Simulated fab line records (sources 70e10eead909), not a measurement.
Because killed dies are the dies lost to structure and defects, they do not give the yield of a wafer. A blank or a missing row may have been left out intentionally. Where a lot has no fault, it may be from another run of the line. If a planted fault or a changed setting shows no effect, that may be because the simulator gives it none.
Chamber matching + flow nand_harc + rie_diel-10 running NHARC_A_CONTACT_ETCH_31: 4 sister chambers
The step etches the open film in O2/COS, target depth 2800 nm, time 728 s. 7 wafers are shown with their chamber, then 7 later ones without.

WAFERS PAIRED WITH THEIR CHAMBERS
| wafer  | chamber | run_length_s (s) | showerhead_plenum_p_Torr (Torr) |
|--------|---------|------------------|---------------------------------|
| L379.5 | 3       | 749.2            | 3.13                            |
| L381.1 | 1       | 749.1            | 2.89                            |
| L381.4 | 0       | 748.9            | 3.26                            |
| L384.5 | 3       | 749.4            | 3.13                            |
| L384.6 | 2       | 749.7            | 3.16                            |
| L385.4 | 1       | 749.2            | 3.37                            |
| L385.5 | 2       | 750.0            | 3.15                            |

WAFERS MISSING THEIR CHAMBER
| wafer  | run_length_s (s) | showerhead_plenum_p_Torr (Torr) |
|--------|------------------|---------------------------------|
| L385.6 | 749.1            | 3.13                            |
| L388.1 | 749.1            | 3.37                            |
| L388.2 | 749.7            | 3.13                            |
| L388.5 | 749.8            | 3.37                            |
| L398.1 | 749.3            | 3.36                            |
| L398.5 | 749.4            | 3.12                            |
| L398.6 | 749.9            | 3.14                            |

WHICH CHAMBER EACH WENT THROUGH
| wafer  | from the rows above          | in truth                   |
|--------|------------------------------|----------------------------|
| L385.6 | can't be placed: 1 or 3 or 0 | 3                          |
| L388.1 | can't be placed: 1 or 0 or 3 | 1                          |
| L388.2 | can't be placed: 2 or 3      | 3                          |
| L388.5 | 2                            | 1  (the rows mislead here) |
| L398.1 | can't be placed: 3 or 1 or 0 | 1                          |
| L398.5 | can't be placed: 3 or 1      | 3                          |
| L398.6 | 2                            | 2                          |
Correct placement for 1 of the 7. Can't be placed from these rows: 5 (the true chamber is among the candidates in 5). Placed wrongly: 1.
How it was worked out, from the rows above alone: a wafer's distance from a chamber is the root of the sum, over the readings, of the square of ((its reading less the chamber's mean) divided by the reading's scatter). If the next closest chamber is less than 2 further off than the closest, the wafer can't be placed; otherwise it belongs to the closest. Each chamber's mean is taken over the wafers shown for it. The scatter is the square root of a quotient: the sum, over the shown wafers, of each reading's squared deviation from its chamber's mean, divided by wafers minus chambers.
